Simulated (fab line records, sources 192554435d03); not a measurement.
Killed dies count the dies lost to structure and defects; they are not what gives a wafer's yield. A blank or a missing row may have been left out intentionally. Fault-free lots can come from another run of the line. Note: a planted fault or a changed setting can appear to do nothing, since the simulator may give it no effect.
A lot that was struck, set against a sound lot | flow n5 finfet | 25 out of 1938 route steps
Sound: these wafers, L484.3, L484.4, L484.5. Struck: wafers L475.2, L475.4, L475.6. The cause is named last.
For every step that has rows: the tool of each side, followed by ch and its chambers, followed by its first start. Under that, the readings that differ: sound wafers | struck wafers | difference of the means | sigmas: that difference in standard deviations of wafers without a fault.
alike: same words and numbers on both sides, and readings whose means sit less than 2 such deviations apart. not compared: any withheld reading, any reading some wafer has no value for, any bound like >300 that may hide the same value, and any number with overlapping values for which the record gives no deviation.
The two part at a step that has a row with sigmas, a row that says differs or no value, or rows on one side only. When numbers do not overlap yet have no deviation, they are printed without sigmas and do not part them. Lack of a reading on every wafer of one side parts them only where that side has two or more wafers.

first, 9 steps without rows for these wafers: N5_BEOL_M4_ANNEAL_95 (time 240 s); N5_BEOL_M4_SPUTTER_96 (material Cu, target thk 4.5 nm, time 8.29 s); N5_BEOL_M4_ECD_50 (material Cu, target thk 300 nm); N5_BEOL_M4_ANNEAL_51 (time 90 s); N5_BEOL_M4_CMP_52 (polishes, stops on SiOC, t overpolish 6.8 s, target thk 40 nm); N5_BEOL_M4_PRE_CLEAN_60 (time 15 s); N5_BEOL_M4_CO_CAP_55 (material Co, precursor CCTBA/H2, target thk 2 nm, time 102.1 s); N5_BEOL_M4_PRE_CLEAN_56 (time 15 s); N5_BEOL_M4_DEP_57 (deposits SiCN from 3MS/NH3, target thk 8 nm, time 14 s).
N5_BEOL_M4_RC_MEAS_101:
  sound on prober-02 ch 0, day 13 10:29; struck on prober-02 ch 0, day 11 11:08
  alike: DIBL_N, DIBL_P, IOFF_N, IOFF_P, ION_N, ION_P, SS_N, SS_P, VT_N, VT_P
then, 10 steps without rows for these wafers: N5_BEOL_M5_ILD_DEP_00 (deposits SiCOH lowk from DEMS/porogen, target thk 140.64 nm, time 25.9 s); N5_BEOL_M5_CURE_79 (cures SiCOH lowk, time 240 s); N5_BEOL_M5_PECVD_70 (deposits SiO2 from TEOS/O2, target thk 16 nm, time 18 s); N5_BEOL_M5_HM_DEP_02 (deposits TiN, target thk 20 nm); N5_BEOL_M5_COAT_59 (time 60 s, resist thk 60 nm); N5_BEOL_M5_COAT_60 (time 60 s, resist thk 12 nm); N5_BEOL_M5_COAT_71 (time 60 s, resist thk 5 nm); N5_BEOL_M5_COAT_05 (resist thk 30 nm); N5_BEOL_M5_EBR_07; N5_BEOL_M5_SOFTBAKE_06 (time 60 s).
N5_BEOL_M5_EXPOSE_08: exposes mask M5, target cd 28 nm.
  sound on euv scanner-01 ch 0, day 13 13:20; struck on euv scanner-02 ch 0, day 11 13:23
  reading                         | sound          | struck         | difference | sigmas
  model.BEOL_M5.overlay x nm (nm) | -0.4 -0.4 -0.4 | 12.8 12.8 12.8 | +13.2      |
  alike: mask, exposure dose mJ cm2
then, 2 steps without rows for these wafers: N5_BEOL_M5_PEB_09 (peb time 60 s); N5_BEOL_M5_DEVELOP_10 (develop time 30 s).
N5_BEOL_M5_OVL_MEAS_12:
  sound on overlay-02 ch 0, day 13 13:30; struck on overlay-02 ch 0, day 11 13:33
  reading     | sound          | struck         | difference | sigmas
  M5_OVL (nm) | -1.2 -0.1 -0.8 | 12.8 12.2 12.8 | +13.3      | +19
-- the record jumps here: 4 days lie between the struck wafers' starts before and after (it left off in module BEOL_M5 and takes up again in module PASSIVATION, whose first step shown is number 1936 of the route) --
N5_PASSIVATION_PROBE_49:
  only the struck wafers here have rows in the record (prober-01, day 15 19:34); the sound ones have none

## WHERE THEY PART
First at N5_BEOL_M5_OVL_MEAS_12; last, within this record, at N5_PASSIVATION_PROBE_49.

WHY: the cause the simulator had injected
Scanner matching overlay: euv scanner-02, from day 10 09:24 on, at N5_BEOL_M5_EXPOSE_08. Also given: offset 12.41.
